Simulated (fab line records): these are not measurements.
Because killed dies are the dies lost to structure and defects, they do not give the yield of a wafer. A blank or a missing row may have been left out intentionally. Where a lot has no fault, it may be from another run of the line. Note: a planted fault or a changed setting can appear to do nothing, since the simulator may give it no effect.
Chamber matching | flow n5Finfet | N5_BEOL_M8_PECVD_70 on pecvd-04 has 3 sister chambers
The step deposits SiO2 from TEOS/O2, target thk 20 nm, time 22.7 s. 3 wafers are shown with their chamber, then 7 later ones without.

## EACH WAFER AND ITS CHAMBER
wafer  | chamber | throttleValvePct (%)
L078.1 | 0       | 24.1
L085.2 | 1       | 23.7
L085.3 | 2       | 21.3

## WAFERS MISSING THEIR CHAMBER
wafer  | throttleValvePct (%)
L085.6 | 24.3
L094.1 | 23.8
L094.2 | 21.6
L094.3 | 24.1
L094.4 | 21.7
L094.5 | 24.1
L094.6 | 23.5

## EACH ONE'S CHAMBER
wafer  | from the rows above     | in truth
L085.6 | can't be placed: 0 or 1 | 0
L094.1 | can't be placed: 1 or 0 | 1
L094.2 | 2                       | 2
L094.3 | can't be placed: 0 or 1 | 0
L094.4 | 2                       | 2
L094.5 | can't be placed: 0 or 1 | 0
L094.6 | can't be placed: 1 or 0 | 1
2 of 7 placed correctly. Cannot be placed on the basis of these rows: 5; the candidates contain the true chamber in 5. Wrongly placed: 0.
How it was worked out, from the rows above alone: a wafer's distance from a chamber is the root of the sum, over the readings, of the square of ((its reading less the chamber's mean) divided by the reading's scatter). If the next closest chamber is less than 2 further off than the closest, the wafer can't be placed; otherwise it belongs to the closest. A chamber's mean is the mean of its shown wafers. The scatter: with one shown wafer a chamber, the root of the mean of the squares of how far each hidden wafer lies from its nearest shown one.
